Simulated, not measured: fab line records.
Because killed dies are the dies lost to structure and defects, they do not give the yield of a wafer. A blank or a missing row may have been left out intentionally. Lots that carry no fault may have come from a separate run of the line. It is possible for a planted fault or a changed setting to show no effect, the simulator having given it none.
fab line records | flow nand_harc
record: lots: 5 | wafers: 14 | last_day: 35
route steps=1302 shown A_DECK1_JOINT@539 A_ONON_D2@545 END@1302
lots that met no fault: from a run of the same line without faults
start_h: hours from the record's opening day to when the first of the lot's shown wafers began | wait_h: time in hours since the lot's previous step | " same as the row above | L1.1+2: one row covering several wafers at once | - value missing, or start not given | * or withheld: withheld | < > ~ a bound
route shown NAME@n: a module of which the file shows steps, and the number in the route of the first | usual: mean/standard deviation of fault-free wafers | same: alike in all rows | chamber/n: place in a boat | sites: per-site readings | _std_site: the standard deviation of these | _edge_site: mean of outer sites minus mean of inner sites | radius_mm: for every site, how far away it sits from the centre of the wafer | mask NAME#n: copy n | behind: the most recent tool/chamber to have shaped the wafer | hold: why the lot was held/for how many hours/how that ended | device: the n, p or np transistor that did not switch | end of line: tests run on the same wafers once the route is complete | a step with no rows: only its recipe | killed: dies that structure and defects cost at the first sort, which is not the same as the wafer's yield | map: dies across one wafer; x = killed, . = not, _ = none there
set.NAME: the setting the step ran with; set.NAME@STEP: the setting that earlier step ran with | model.NAME: the simulator's own value behind a step, which no gauge read
lots seen at some steps along the route; tables by step, rows by wafer
services: when a tool's chamber went out of use (start_h, in hours from the record's first day, below 0 if earlier), for how many hours, and the reason
== steps ==
step: NHARC_A_DECK1_JOINT_CMP_02
recipe: material: SiOx
usual: motor_current_A: 12.1/1.3
lot.wafer | tool   | chamber | start_h | wait_h | motor_current_A
L108.4    | cmp-03 | 0       | 297.87  | 0.4    | 10.5
L108.6    | "      | 2       | "       | "      | 10.0
L108.5    | "      | 3       | "       | "      | 12.3
L111.3    | cmp-03 | 1       | 341.55  | 0.4    | 10.9
L111.4    | "      | 3       | "       | "      | 12.3
L111.6    | "      | 1       | "       | "      | 11.5
L114.3    | cmp-03 | 0       | 364.85  | 0.4    | 10.7
L114.1    | "      | 1       | "       | "      | 11.4
L114.4    | "      | 2       | "       | "      | 10.1
L121.1    | cmp-04 | 3       | 430.41  | 0.4    | 11.5
L121.4    | "      | 0       | "       | "      | 12.5
L128.1    | cmp-04 | 2       | 500.77  | 0.4    | 13.3
L128.5    | "      | 3       | "       | "      | 11.6
L128.6    | "      | 0       | "       | "      | 12.8
step: NHARC_A_DECK1_JOINT_SRD_15
step: NHARC_A_DECK1_JOINT_DEP_16
recipe: target_thk_a: 450 | temp_c: 400 | pressure_torr: 6.5 | rf_w: 900 | teos_flow_sccm: 161.4 | flow_sccm: 2650 | target_thk_nm: 45 | gas: O2 | material: SiO2
usual: heater_power_w: 560/110 | rf_fwd_power_W: 895.8/2.8 | showerhead_vpp_V: 1882/93 | throttle_valve_pct: 15.7/0.5
lot.wafer | tool     | chamber | start_h | wait_h | heater_power_w | rf_fwd_power_W | showerhead_vpp_V | throttle_valve_pct
L108.6    | pecvd-03 | 1       | 298.46  | 0.3    | 416            | 894.3          | 2097             | 16.7
L108.5    | "        | 2       | "       | "      | 465            | 900.1          | 2038             | 16.6
L108.4    | "        | 0       | "       | "      | 436            | 896.8          | 1876             | 15.1
L111.3    | pecvd-02 | 1       | 341.94  | 0.1    | 653            | 893.4          | 1917             | 15.9
L111.6    | "        | 1       | "       | "      | 630            | 898.8          | 1911             | 15.6
L111.4    | "        | 2       | "       | "      | 719            | 893.6          | 1747             | 15.9
L114.1    | pecvd-01 | 2       | 365.22  | 0.1    | 551            | 894.4          | 1871             | 15.3
L114.3    | "        | 1       | "       | "      | 430            | 890.2          | 1857             | 16.2
L114.4    | "        | 2       | "       | "      | 551            | 892.2          | 1879             | 15.2
L121.1    | pecvd-02 | 1       | 430.75  | 0.1    | 499            | 896.1          | 1918             | 15.7
L121.4    | "        | 2       | "       | "      | 617            | 890.6          | 1757             | 16.2
L128.1    | pecvd-03 | 2       | 501.08  | 0.1    | 371            | 895.7          | 2021             | 16.2
L128.6    | "        | 2       | "       | "      | 384            | 897.5          | 1998             | 16.3
L128.5    | "        | 0       | "       | "      | 448            | 894.7          | 1906             | 15.2
step: NHARC_A_DECK1_JOINT_THK_MEAS_17
recipe: thk_meas_gauge: ellipsometry
usual: thk_nm: 44.9/1.2
lot.wafer | tool          | chamber | start_h | wait_h | thk_nm
L108.4    | film_metro-02 | -       | 298.66  | 0.1    | 42.8
L108.5    | "             | -       | "       | "      | 45.4
L108.6    | "             | -       | "       | "      | 45.3
L111.3    | film_metro-01 | -       | 342.20  | 0.2    | 43.4
L111.4    | "             | -       | "       | "      | 44.5
L111.6    | "             | -       | "       | "      | 45.6
L114.1    | film_metro-01 | -       | 365.50  | 0.2    | 44.2
L114.3    | "             | -       | "       | "      | 43.4
L114.4    | "             | -       | "       | "      | 46.5
L121.1    | film_metro-02 | -       | 431.03  | 0.3    | 45.8
L121.4    | "             | -       | "       | "      | 45.8
L128.1    | film_metro-02 | -       | 501.36  | 0.3    | 44.4
L128.5    | "             | -       | "       | "      | 46.1
L128.6    | "             | -       | "       | "      | 45.6
step: NHARC_A_DECK1_JOINT_INSPECT_05
usual: raw_defect_count: 349/130
lot.wafer | tool              | chamber | start_h | wait_h | raw_defect_count
L108.4    | defect_inspect-01 | -       | 298.69  | 0.0    | 608
L108.5    | "                 | -       | "       | "      | 844
L108.6    | "                 | -       | "       | "      | 995
L111.3    | defect_inspect-01 | -       | 342.23  | 0.0    | 484
L111.4    | "                 | -       | "       | "      | 334
L111.6    | "                 | -       | "       | "      | 417
L114.1    | defect_inspect-01 | -       | 365.53  | 0.0    | 284
L114.3    | "                 | -       | "       | "      | 258
L114.4    | "                 | -       | "       | "      | 228
L121.1    | defect_inspect-01 | -       | 431.06  | 0.0    | 609
L121.4    | "                 | -       | "       | "      | 558
L128.1    | defect_inspect-01 | -       | 501.40  | 0.0    | 363
L128.5    | "                 | -       | "       | "      | 262
L128.6    | "                 | -       | "       | "      | 198
step: NHARC_A_ONON_D2_DEP_00
recipe: target_thk_a: 10000 | n2_flow_sccm: 2750 | n2o_flow_sccm: 2000 | nh3_flow_sccm: 500 | sih4_flow_sccm: 210 | temp_c: 400
step: NHARC_A_ONON_D2_THK_MEAS_02
recipe: thk_meas_gauge: ellipsometry
usual: thk_nm: 1003/10
lot.wafer | tool          | chamber | start_h | wait_h | thk_nm
L108.4    | film_metro-02 | -       | 299.27  | -      | 1006
L108.5    | "             | -       | "       | "      | 1005
L108.6    | "             | -       | "       | "      | 1006
L111.3    | film_metro-02 | -       | 342.82  | -      | 1014
L111.4    | "             | -       | "       | "      | 1014
L111.6    | "             | -       | "       | "      | 1014
L114.1    | film_metro-01 | -       | 366.10  | -      | 1002
L114.3    | "             | -       | "       | "      | 1002
L114.4    | "             | -       | "       | "      | 1001
L121.1    | film_metro-01 | -       | 431.63  | -      | 998
L121.4    | "             | -       | "       | "      | 997
L128.1    | film_metro-01 | -       | 502.21  | -      | 996
L128.5    | "             | -       | "       | "      | 995
L128.6    | "             | -       | "       | "      | 998
step: NHARC_A_ONON_D2_DEP_03
recipe: target_thk_a: 10000 | n2_flow_sccm: 2750 | n2o_flow_sccm: 2000 | nh3_flow_sccm: 500 | sih4_flow_sccm: 210 | temp_c: 400
step: NHARC_A_ONON_D2_THK_MEAS_05
recipe: thk_meas_gauge: ellipsometry
usual: thk_nm: 1005/8.2
lot.wafer | tool          | chamber | start_h | wait_h | thk_nm
L108.4    | film_metro-02 | -       | 299.83  | -      | 1010
L108.5    | "             | -       | "       | "      | 1009
L108.6    | "             | -       | "       | "      | 1010
L111.3    | film_metro-02 | -       | 343.38  | -      | 989
L111.4    | "             | -       | "       | "      | 989
L111.6    | "             | -       | "       | "      | 988
L114.1    | film_metro-01 | -       | 366.67  | -      | 995
L114.3    | "             | -       | "       | "      | 994
L114.4    | "             | -       | "       | "      | 996
L121.1    | film_metro-02 | -       | 432.20  | -      | 1016
L121.4    | "             | -       | "       | "      | 1016
L128.1    | film_metro-02 | -       | 503.02  | -      | 1007
L128.5    | "             | -       | "       | "      | 1007
L128.6    | "             | -       | "       | "      | 1007
step: NHARC_A_ONON_D2_DEP_06
recipe: target_thk_a: 10000 | n2_flow_sccm: 2750 | n2o_flow_sccm: 2000 | nh3_flow_sccm: 500 | sih4_flow_sccm: 210 | temp_c: 400
step: NHARC_A_ONON_D2_THK_MEAS_08
recipe: thk_meas_gauge: ellipsometry
usual: thk_nm: 1003/11
lot.wafer | tool          | chamber | start_h | wait_h | thk_nm
L108.4    | film_metro-02 | -       | 300.40  | -      | 998
L108.5    | "             | -       | "       | "      | 1000
L108.6    | "             | -       | "       | "      | 998
L111.3    | film_metro-02 | -       | 344.06  | -      | 994
L111.4    | "             | -       | "       | "      | 995
L111.6    | "             | -       | "       | "      | 992
L114.1    | film_metro-01 | -       | 367.23  | -      | 992
L114.3    | "             | -       | "       | "      | 992
L114.4    | "             | -       | "       | "      | 993
L121.1    | film_metro-02 | -       | 432.77  | -      | 999
L121.4    | "             | -       | "       | "      | 1000
L128.1    | film_metro-02 | -       | 503.72  | -      | 1009
L128.5    | "             | -       | "       | "      | 1009
L128.6    | "             | -       | "       | "      | 1009
step: NHARC_A_ONON_D2_DEP_09
recipe: target_thk_a: 10000 | n2_flow_sccm: 2750 | n2o_flow_sccm: 2000 | nh3_flow_sccm: 500 | sih4_flow_sccm: 210 | temp_c: 400
lot.wafer  | tool          | chamber | start_h | wait_h
L108.4+5+6 | pecvd_onon-04 | 0       | 300.63  | 0.2
L111.3+4+6 | pecvd_onon-02 | 0       | 344.23  | 0.2
L114.1+3+4 | pecvd_onon-01 | 0       | 367.29  | 0.1
L121.1+4   | pecvd_onon-01 | 0       | 432.82  | 0.1
L128.1+5+6 | pecvd_onon-02 | 0       | 504.13  | 0.4
step: NHARC_A_ONON_D2_THK_MEAS_11
recipe: thk_meas_gauge: ellipsometry
usual: thk_nm: 1001/9.2
lot.wafer | tool          | chamber | start_h | wait_h | thk_nm
L108.4    | film_metro-02 | -       | 300.97  | -      | 1008
L108.5    | "             | -       | "       | "      | 1007
L108.6    | "             | -       | "       | "      | 1007
L111.3    | film_metro-02 | -       | 344.63  | -      | 1000
L111.4    | "             | -       | "       | "      | 999
L111.6    | "             | -       | "       | "      | 1000
L114.1    | film_metro-02 | -       | 367.80  | -      | 994
L114.3    | "             | -       | "       | "      | 994
L114.4    | "             | -       | "       | "      | 995
L121.1    | film_metro-01 | -       | 433.34  | -      | 652
L121.4    | "             | -       | "       | "      | 651
L128.1    | film_metro-02 | -       | 504.65  | -      | 1001
L128.5    | "             | -       | "       | "      | 999
L128.6    | "             | -       | "       | "      | 999
step: NHARC_A_ONON_D2_DEP_12
recipe: target_thk_a: 10000 | n2_flow_sccm: 2750 | n2o_flow_sccm: 2000 | nh3_flow_sccm: 500 | sih4_flow_sccm: 210 | temp_c: 400
step: NHARC_END_SORT_01
recipe: temp_c: 25
usual: killed_at_array: 62/22 | killed_at_other: 1.0/1.4 | killed_at_periphery: 4.2/2.8 | killed_dies: 67/23 | killed_open: 3.1/1.7 | killed_short: 2.1/1.5
same: gross_dies: 677
lot.wafer | tool      | chamber | start_h | wait_h | killed_at_array | killed_at_other | killed_at_periphery | killed_dies | killed_open | killed_short
L114.1    | prober-01 | 0       | 653.88  | 2.5    | 27              | 3               | 3                   | 33          | 3           | 1
L114.3    | prober-01 | 0       | 655.49  | 3.1    | 42              | 3               | 2                   | 47          | 6           | 4
L114.4    | prober-01 | 0       | 656.30  | 3.4    | 35              | 2               | 2                   | 39          | 1           | 1
L121.1    | prober-02 | 0       | 717.66  | 2.5    | 665             | 3               | 9                   | 677         | 6           | 1
L121.4    | prober-02 | 0       | 720.03  | 3.4    | 667             | 0               | 10                  | 677         | 1           | 2
killed by level:class
L114.1 A_CHANNEL_HOLE_D2:chamber_film_flake=16 A_CHANNEL_HOLE_D1:chamber_film_flake=4 THIN_TSV:chamber_film_flake=3 P_ZERO_WELL:chamber_film_flake=2 A_SGD_CUT:chamber_film_flake=2 P_CONTACT:geometric_particle:open=1 A_ONON_D2:geometric_particle:open=1 A_SGD_CUT:geometric_particle:open=1
L114.3 A_CHANNEL_HOLE_D1:chamber_film_flake=10 A_CHANNEL_HOLE_D2:chamber_film_flake=10 A_SGD_CUT:chamber_film_flake=6 A_SLIT:chamber_film_flake=3 THIN_TSV:chamber_film_flake=3 A_ONON_D1:geometric_particle:short=2 A_CHANNEL_FILL_D1:geometric_particle:open=2 A_ONON_D2:geometric_particle:open=2
L114.4 A_CHANNEL_HOLE_D2:chamber_film_flake=14 A_SGD_CUT:chamber_film_flake=8 A_CHANNEL_HOLE_D1:chamber_film_flake=5 A_SLIT:chamber_film_flake=4 THIN_TSV:chamber_film_flake=2 A_CHANNEL_FILL_D1:geometric_particle:open=1 A_WL_FILL:geometric_particle:short=1 P_ZERO_WELL:chamber_film_flake=1
L121.1 A_ONON_D2:area_dep=617 A_CHANNEL_HOLE_D1:chamber_film_flake=28 P_CONTACT:chamber_film_flake=5 P_GATE:chamber_film_flake=4 A_CONTACT:chamber_film_flake=4 A_STAIRCASE:chamber_film_flake=3 A_SLIT:chamber_film_flake=3 THIN_TSV:chamber_film_flake=3
L121.4 A_ONON_D2:area_dep=620 A_CHANNEL_HOLE_D1:chamber_film_flake=32 A_CONTACT:chamber_film_flake=7 P_CONTACT:chamber_film_flake=6 P_GATE:chamber_film_flake=3 A_STAIRCASE:chamber_film_flake=2 P_CONTACT:geometric_particle:open=1 A_SGD_CUT:geometric_particle:short=1
map L121.1 (x killed, . not)
____________x____________
_________xxxxxxx_________
_______xxxxxxxxxxx_______
______xxxxxxxxxxxxx______
_____xxxxxxxxxxxxxxx_____
____xxxxxxxxxxxxxxxxx____
____xxxxxxxxxxxxxxxxx____
___xxxxxxxxxxxxxxxxxxx___
___xxxxxxxxxxxxxxxxxxx___
__xxxxxxxxxxxxxxxxxxxxx__
__xxxxxxxxxxxxxxxxxxxxx__
_xxxxxxxxxxxxxxxxxxxxxxx_
_xxxxxxxxxxxxxxxxxxxxxxx_
_xxxxxxxxxxxxxxxxxxxxxxx_
_xxxxxxxxxxxxxxxxxxxxxxx_
_xxxxxxxxxxxxxxxxxxxxxxx_
xxxxxxxxxxxxxxxxxxxxxxxxx
xxxxxxxxxxxxxxxxxxxxxxxxx
xxxxxxxxxxxxxxxxxxxxxxxxx
xxxxxxxxxxxxxxxxxxxxxxxxx
xxxxxxxxxxxxxxxxxxxxxxxxx
_xxxxxxxxxxxxxxxxxxxxxxx_
_xxxxxxxxxxxxxxxxxxxxxxx_
_xxxxxxxxxxxxxxxxxxxxxxx_
_xxxxxxxxxxxxxxxxxxxxxxx_
_xxxxxxxxxxxxxxxxxxxxxxx_
__xxxxxxxxxxxxxxxxxxxxx__
__xxxxxxxxxxxxxxxxxxxxx__
___xxxxxxxxxxxxxxxxxxx___
___xxxxxxxxxxxxxxxxxxx___
____xxxxxxxxxxxxxxxxx____
____xxxxxxxxxxxxxxxxx____
_____xxxxxxxxxxxxxxx_____
______xxxxxxxxxxxxx______
_______xxxxxxxxxxx_______
_________xxxxxxx_________
____________x____________
map L114.3 (x killed, . not)
____________.____________
_________......._________
_______..........._______
______.............______
_____..............._____
____.................____
____.................____
___..............x....___
___..................x___
__.....................__
__...............x.....__
_.....................x._
_......................._
_......x................_
_............x.....x...._
_....................x.._
......x....xxx...........
...x......xxx....x.......
....x....................
.........x...............
.............x...........
_.........x............._
_...........x....x...x.._
_.........x..x.........._
_.x........x............_
_..........x............_
__.....................__
__.....................__
___...................___
___xx.....x...........___
____......xxxx.......____
____....x.xxx.x......____
_____.....x........._____
______....x..x.....______
_______.....x.x..._______
_________......x_________
____________.____________
== services ==
tool          | chamber | start_h | hours | kind
pecvd-03      | -       | 277.30  | 0.9   | repair
cmp-04        | -       | 281.70  | 16.8  | repair
cmp-03        | -       | 306.27  | 0.2   | repair
cmp-04        | -       | 306.77  | 1.4   | repair
cmp-04        | -       | 309.07  | 4.0   | pm
pecvd_onon-02 | -       | 309.62  | 2.4   | repair
pecvd-02      | 1       | 328.06  | 10.2  | repair
cmp-03        | -       | 358.00  | 4.0   | pm
pecvd-03      | 1       | 361.79  | 13.5  | repair
pecvd-03      | -       | 366.43  | 13.0  | pm
pecvd_onon-02 | -       | 366.51  | 13.0  | pm
cmp-03        | -       | 393.72  | 2.5   | repair
pecvd-02      | 1       | 395.68  | 11.8  | repair
cmp-04        | -       | 402.52  | 0.4   | repair
cmp-04        | -       | 407.07  | 4.0   | pm
pecvd-02      | -       | 408.35  | 13.0  | pm
cmp-04        | -       | 424.89  | 1.1   | repair
cmp-04        | -       | 435.30  | 6.4   | repair
pecvd_onon-01 | -       | 439.15  | 2.5   | repair
cmp-04        | -       | 441.76  | 1.4   | repair
pecvd_onon-01 | -       | 450.00  | 13.0  | pm
cmp-03        | -       | 456.04  | 4.0   | pm
cmp-04        | -       | 459.91  | 0.5   | repair
cmp-03        | -       | 492.90  | 1.2   | repair
== key ==
first_sign: step: NHARC_A_ONON_D2_THK_MEAS_11 | reading: thk_nm | direction: down | sigmas: 38 | usual: 1001 | struck: 651
effect: step: NHARC_END_SORT_01 | reading: killed_at_array | direction: up | sigmas: 27 | usual: 62 | struck: 666
more_kills_born_at: NHARC_A_ONON_D2_DEP_09@pecvd_onon-01: 1237
met_at NHARC_A_ONON_D2_DEP_09
struck_wafers L121.1,L121.4
later_rows_left_out L121.1,L121.4
tester_left_out L121
onset_between 367.29 432.82
also_fits NHARC_A_DECK1_JOINT_DEP_16:pecvd-02
fault: kind: process_parameter_drift | tool: pecvd_onon-01 | chamber: - | onset_h: 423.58 | steps: NHARC_A_ONON_D2_DEP_09 | channel: target_thk_a | offset: * | shape: step | end_h: 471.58 | scope: struck_wafers_only | acts_in: * | stated: *
tester_left_out: of these lots the tester's yield and bins aren't shown, on N5 and GAA mostly nor the transistor test; their killed dies are dies lost to structure and defects alone, not to doping, threshold or leakage, so they don't give the yield
later_rows_left_out: the simulator's readings of these wafers behind a module that went badly wrong aren't trusted and aren't shown, but for the sort
